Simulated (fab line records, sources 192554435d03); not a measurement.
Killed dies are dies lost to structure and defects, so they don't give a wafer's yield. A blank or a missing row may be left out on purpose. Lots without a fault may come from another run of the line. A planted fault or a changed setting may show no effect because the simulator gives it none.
Split-lot experiment | flow n5_finfet | 7 lots, 21 wafers read, on a route of 1938 steps

THE SPLIT
At N5_BEOL_M1_COAT_61 (time 60 s, resist thk 60 nm), the setting spin_rpm was moved away from the recipe's 1500 rpm on 5 of the 21 wafers read, by -6.8% to +10.3%. The other wafers ran this setting at the recipe's value.

FROM THE SPLIT TO THE READING: what the file shows between them, 6 steps
- N5_BEOL_M1_EXPOSE_08: exposes mask M1 (also split here: dose_mj)
- N5_BEOL_M1_PEB_09: peb time 60 s
- N5_BEOL_M1_DEVELOP_10: develop time 30 s
- N5_BEOL_M1_DESCUM_16: chemistry O2, time 7 s
- N5_BEOL_M1_ETCH_74: etches underlayer in N2/H2, target depth 6.5 nm, time 5.2 s
- N5_BEOL_M1_ETCH_63: etches SiARC in CF4, target depth 15.6 nm, time 26 s

THE READING
etch.depth_nm (the simulator's own value, which no gauge read), in nm, at N5_BEOL_M1_ETCH_64 (etches SOC in N2/H2, target depth 75 nm, overetch 15 nm, time 112.5 s). The file gives no usual value for it. The 16 wafers here that ran the recipe average 60.00 nm, standard deviation 0.19 nm.

wafer  | tool, chamber at the split | spin_rpm as run, rpm | against the recipe | etch.depth_nm, nm | against lot-mates on the recipe
L074.1 | litho_track-05, 0          | 1500                 | recipe             | 59.92             | -
L074.3 | litho_track-05, 0          | 1500                 | recipe             | 59.97             | -
L074.4 | litho_track-05, 0          | 1500                 | recipe             | 60.06             | -
L081.4 | litho_track-03, 0          | 1500                 | recipe             | 59.95             | -
L081.5 | litho_track-03, 0          | 1500                 | recipe             | 59.82             | -
L081.6 | litho_track-03, 0          | 1500                 | recipe             | 59.89             | -
L084.1 | litho_track-03, 0          | 1655                 | +10.3%             | 57.2              | -2.84
L084.2 | litho_track-03, 0          | 1500                 | recipe             | 60.04             | -
L084.6 | litho_track-03, 0          | 1655                 | +10.3%             | 57.2              | -2.84
L086.3 | litho_track-03, 0          | 1437                 | -4.2%              | 61.19             | +1.20
L086.4 | litho_track-03, 0          | 1437                 | -4.2%              | 61.17             | +1.18
L086.5 | litho_track-03, 0          | 1500                 | recipe             | 59.99             | -
L089.2 | litho_track-04, 0          | 1500                 | recipe             | 60.15             | -
L089.3 | litho_track-04, 0          | 1500                 | recipe             | 60                | -
L089.6 | litho_track-04, 0          | 1500                 | recipe             | 60.17             | -
L090.2 | litho_track-04, 0          | 1500                 | recipe             | 60.26             | -
L090.3 | litho_track-04, 0          | 1500                 | recipe             | 60.29             | -
L090.5 | litho_track-04, 0          | 1500                 | recipe             | 60.23             | -
L091.3 | litho_track-05, 0          | 1500                 | recipe             | 59.69             | -
L091.4 | litho_track-05, 0          | 1500                 | recipe             | 59.59             | -
L091.6 | litho_track-05, 0          | 1398                 | -6.8%              | 61.66             | +2.02

THE FIT
A straight line over all 21 wafers: etch.depth_nm changes by -0.268 nm for each +1% of spin_rpm; r = -0.99; the points scatter about the line by 0.18 nm.
The same after taking each lot's own level away (the mean of its wafers on the recipe; 21 wafers): -0.28 nm for each +1%; r = -1.00; scatter 0.056 nm.
On that fit, the largest move of spin_rpm shifts the reading by 2.9 nm.
The lots' own levels span 59.640 to 60.260 nm, that is 3.3 times the standard deviation above.
So the lot-to-lot level changes the slope little: the two slopes agree.
Check: with one of the wafers moved furthest among these (+10.3%) left out of the fit, the line predicts -2.9 nm for it against its lot-mates. It came out at -2.84 nm against them.

OTHER SPLITS ON THESE WAFERS
These wafers also went through other splits before the reading. Each is held against what the fit with the lots' levels taken away leaves over:
other split on the same wafers            | wafers away from the commonest value | r with etch.depth_nm (lot level and that fit taken away)
N5_BEOL_M0_CUTY_DESCUM_61 time_s          | 6                                    | -0.23
N5_BEOL_M0_TRENCH_ETCH_107 target_depth_a | 9                                    | +0.02
N5_BEOL_M1_EXPOSE_08 dose_mj              | 7                                    | +0.16

THE WHOLE CHAIN: every reading that the file lists as answering this split, in the file's order
step               | what it does                                                          | reading                                                                        | change (the file's fit)               | r (the file's)
N5_BEOL_M1_COAT_61 | time 60 s, resist thk 60 nm                                           | SOC_of_BEOL_M1_COAT_61.thk_nm (the simulator's own value, which no gauge read) | -0.279 nm for each +1% of the setting | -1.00
N5_BEOL_M1_ETCH_64 | etches SOC in N2/H2, target depth 75 nm, overetch 15 nm, time 112.5 s | etch.depth_nm (the simulator's own value, which no gauge read)                 | -0.282 nm for each +1% of the setting | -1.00

THE FILE'S OWN FIT
etch.depth_nm changes by -0.282 nm for each +1% of spin_rpm, r = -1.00.
